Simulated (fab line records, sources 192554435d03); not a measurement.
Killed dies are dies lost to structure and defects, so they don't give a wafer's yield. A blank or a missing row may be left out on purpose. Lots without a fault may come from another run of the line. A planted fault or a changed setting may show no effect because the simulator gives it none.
Which tool did it? | flow n5_finfet | 12 lots, 36 wafers sampled, at 6 steps of a route of 1938

WHAT THE GAUGES READ, wafer by wafer
N5_BEOL_M7_RS_MEAS_57: measures by four-point-probe.
lot  | measured     | on            | M7_RS (ohm/sq)
L075 | day 9 08:59  | film_metro-01 | 0.280 0.294 0.279
L077 | day 9 18:13  | film_metro-01 | 0.278 0.296 0.284
L080 | day 10 12:13 | film_metro-02 | 0.283 0.290 0.296
L081 | day 10 15:41 | film_metro-01 | 0.286 0.278 0.285
L083 | day 11 14:28 | film_metro-01 | 0.296 0.285 0.290
L085 | day 11 18:53 | film_metro-02 | 0.285 0.288 0.288
L087 | day 11 22:28 | film_metro-02 | 0.290 0.277 0.291
L089 | day 12 23:17 | film_metro-02 | 0.291 0.283 0.294
L091 | day 13 17:32 | film_metro-02 | 0.296 0.294 0.296
L095 | day 14 13:47 | film_metro-01 | 0.286 0.294 0.276
L097 | day 14 16:49 | film_metro-01 | 0.288 0.289 0.288
L096 | day 15 07:04 | film_metro-01 | 0.286 0.293 0.297

WHICH TOOL RAN EACH LOT (tool, then ch and the chambers of the sampled wafers, then the start)
lot  | N5_BEOL_M6_PRE_CLEAN_45      | N5_BEOL_M7_ETCH_65                 | N5_BEOL_M7_PRE_CLEAN_45      | N5_BEOL_M7_SURFACE_TREAT_79  | N5_BEOL_M7_DEP_56
L075 | pvd_sputter-01, day 8 21:26  | rie_diel-01 ch 1,2,3, day 9 05:07  | pvd_sputter-01, day 9 07:20  | pvd_sputter-03, day 9 07:41  | pecvd-03 ch 0,1, day 9 08:54
L077 | pvd_sputter-01, day 9 08:14  | rie_diel-06 ch 0,2,3, day 9 14:38  | pvd_sputter-01, day 9 16:08  | pvd_sputter-03, day 9 17:02  | pecvd-04 ch 0,1, day 9 18:08
L080 | pvd_sputter-02, day 10 02:28 | rie_diel-01 ch 0,1,2, day 10 09:16 | pvd_sputter-01, day 10 10:25 | pvd_sputter-02, day 10 10:47 | pecvd-02 ch 2, day 10 12:08
L081 | pvd_sputter-01, day 10 05:37 | rie_diel-01 ch 1,2,3, day 10 12:25 | pvd_sputter-03, day 10 13:38 | pvd_sputter-02, day 10 14:17 | pecvd-03 ch 0,1, day 10 15:37
L083 | pvd_sputter-03, day 11 04:57 | rie_diel-01 ch 0,1,3, day 11 11:28 | pvd_sputter-01, day 11 12:43 | pvd_sputter-03, day 11 13:07 | pecvd-03 ch 0,2, day 11 14:24
L085 | pvd_sputter-01, day 11 09:23 | rie_diel-02 ch 0,1,2, day 11 16:10 | pvd_sputter-02, day 11 17:16 | pvd_sputter-02, day 11 17:37 | pecvd-04 ch 0,2, day 11 18:49
L087 | pvd_sputter-03, day 11 13:11 | rie_diel-01 ch 0,1,2, day 11 19:14 | pvd_sputter-03, day 11 20:29 | pvd_sputter-02, day 11 21:02 | pecvd-03 ch 0,1,2, day 11 22:23
L089 | pvd_sputter-02, day 12 12:37 | rie_diel-01 ch 0,2,3, day 12 18:03 | pvd_sputter-02, day 12 19:14 | pvd_sputter-02, day 12 21:27 | pecvd-02 ch 0,2, day 12 23:13
L091 | pvd_sputter-02, day 13 06:01 | rie_diel-06 ch 1,2, day 13 13:14   | pvd_sputter-02, day 13 14:12 | pvd_sputter-02, day 13 14:38 | pecvd-04 ch 0,1,2, day 13 17:28
L095 | pvd_sputter-02, day 14 02:05 | rie_diel-02 ch 1,3, day 14 10:53   | pvd_sputter-01, day 14 11:49 | pvd_sputter-02, day 14 12:14 | pecvd-04 ch 0,2, day 14 13:43
L097 | pvd_sputter-01, day 14 04:48 | rie_diel-06 ch 1,3, day 14 13:06   | pvd_sputter-03, day 14 15:10 | pvd_sputter-03, day 14 15:32 | pecvd-02 ch 0,1, day 14 16:44
L096 | pvd_sputter-01, day 14 19:08 | rie_diel-01 ch 0,1,2, day 15 03:10 | pvd_sputter-02, day 15 04:44 | pvd_sputter-02, day 15 05:05 | pecvd-02 ch 0,1, day 15 06:59
- N5_BEOL_M6_PRE_CLEAN_45: time 30 s.
- N5_BEOL_M7_ETCH_65: etches SiARC in CF4, target depth 15.6 nm, time 26 s.
- N5_BEOL_M7_PRE_CLEAN_45: time 30 s.
- N5_BEOL_M7_SURFACE_TREAT_79
- N5_BEOL_M7_DEP_56: deposits SiCN from 3MS/NH3, target thk 10 nm, time 17.5 s.

THE ANSWER, worked out from the rows above alone
Rule: what is usual is taken from the lots themselves. Put in order of their means at a reading, lots are off if they are a third of the lots or fewer, leave a main group of 4 or more, and stand apart from it by a gap of 3 or more times the standard deviation of the main group's means; of several such gaps the widest counts. A main group whose means are all the same, to the digits that the tables above print for the reading, isn't used. A lot without any number at a reading at which 4 lots or more have one is off too. The other lots that the step has rows for count as sound.
No lot is off at any reading shown: from this, nothing can be told.

WHAT THE SIMULATOR HAD PUT IN
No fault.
